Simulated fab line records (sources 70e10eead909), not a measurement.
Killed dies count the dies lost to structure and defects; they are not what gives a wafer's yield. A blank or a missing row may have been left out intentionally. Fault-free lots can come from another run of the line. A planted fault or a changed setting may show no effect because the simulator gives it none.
Comparing a struck lot with a sound one -- flow nand harc -- 15 out of 1159 route steps
Sound: wafers L907.1, L907.3, L907.4. Wafers struck: L914.1, L914.3, L914.4. The cause is given at the end.
Per side, at each step with rows, come the tool, then ch with its chambers, and then its first start. Under that, the readings that differ: sound wafers -- struck wafers -- difference of the means -- sigmas: that difference in standard deviations of wafers without a fault.
alike: words and numbers the same on both sides, and readings whose means are apart by under 2 such deviations; not compared: readings that were withheld, readings missing a value for some wafer, numbers with overlapping values and no deviation given by the record, and bounds like >300 which may hide the same value.
Wherever a step has rows on one side only, a row that says differs or no value, or a row with sigmas, the two part there. Non-overlapping numbers with no deviation appear without sigmas and do not part them. A reading that every wafer of one side lacks parts them only if that side has two wafers or more.

NHARC_A_SGD_CUT_THK_MEAS_22: measures by ellipsometry.
  sound on film metro-02 at day 15 20:16; struck on film metro-01 at day 17 03:31
  alike: thk nm
then, 2 steps without rows for these wafers: NHARC_A_SGD_CUT_SRD_23; NHARC_A_SGD_CUT_ETCH_26 (etches SiO2 in dHF, target depth 45.8 nm).
NHARC_A_SGD_CUT_ETCHBACK_24: etches the open film in CH3F/O2, target depth 50 nm, time 92.857 s.
  sound on rie diel-11 ch 0,2,3, day 15 20:29; struck on rie diel-09 ch 1,2,3, day 17 03:44
reading,sound,struck,difference,sigmas
rf hours counter h (h),14 15 15,8 8 8,-7,
  alike: bias w, drypump motor current A, oes product au, rf vpp V, showerhead plenum p Torr, throttle valve pct
NHARC_A_SGD_CUT_STRIP_28: strips in O2, time 20 s.
  sound: rie diel-11 ch 0,1,3; struck: rie diel-09 ch 0,2,3
reading,sound,struck,difference,sigmas
rf hours counter h (h),13 14 15,8 9 8,-6,
  alike: drypump motor current A, oes product au, rf vpp V, showerhead plenum p Torr, throttle valve pct
NHARC_A_SGD_CUT_INSPECT_25:
  sound on defect inspect-01 at day 15 20:44; struck on defect inspect-02 at day 17 03:59
  alike: raw defect count
NHARC_A_SLIT_DEP_25: deposits SiO2, target thk 200 nm.
  sound on pecvd-04 ch 0,1,2, day 15 20:49; struck on pecvd-02 ch 0,1, day 17 04:02
  alike: heater power w, throttle valve pct
NHARC_A_SLIT_DEP_00: deposits aC, target thk 3200 nm.
  sound on acl dep-01 ch 0, day 15 23:22; struck on acl dep-02 ch 0, day 17 04:23
  alike: throttle valve pct
NHARC_A_SLIT_DEP_23: deposits SiON, target thk 100 nm.
  sound on pecvd-02 ch 1,2, day 16 01:22; struck on pecvd-03 ch 1,2, day 17 06:23
  alike: heater power w
then, 3 steps without rows for these wafers: NHARC_A_SLIT_DEHYDRATE_01 (time 120 s); NHARC_A_SLIT_HMDS_02 (time 30 s); NHARC_A_SLIT_COAT_03 (resist thk 90 nm).
NHARC_A_SLIT_SOFTBAKE_04: time 55 s.
  sound on litho track-01 ch 0, day 16 01:00; struck on litho track-06 ch 0, day 17 06:00
reading,sound,struck,difference,sigmas
heater power total W (W),188.29 188.42 188.37,193.15 193.11 193.21,+4.80,+37
plate temp C (C),105.14 105.28 105.30,- - -,no value on the struck wafers,
then, 1 step without rows for these wafers: NHARC_A_SLIT_EBR_05.
-- jump in the record: it breaks off in module A_SLIT and resumes in module END (first step shown: number 1159 of the route), and 5 days separate the struck wafers' starts before and after --
NHARC_END_SORT_01:
  at this point the record logs the struck wafers (prober-02 ch 0, day 21 20:01) and has no rows for the sound ones

== WHERE THEY PART ==
Last at NHARC_END_SORT_01 as far as this record goes, first at NHARC_A_SLIT_SOFTBAKE_04.

WHY: what had been put in by the simulator
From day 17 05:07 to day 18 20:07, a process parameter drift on litho track-06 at NHARC_A_SLIT_SOFTBAKE_04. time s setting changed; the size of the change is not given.
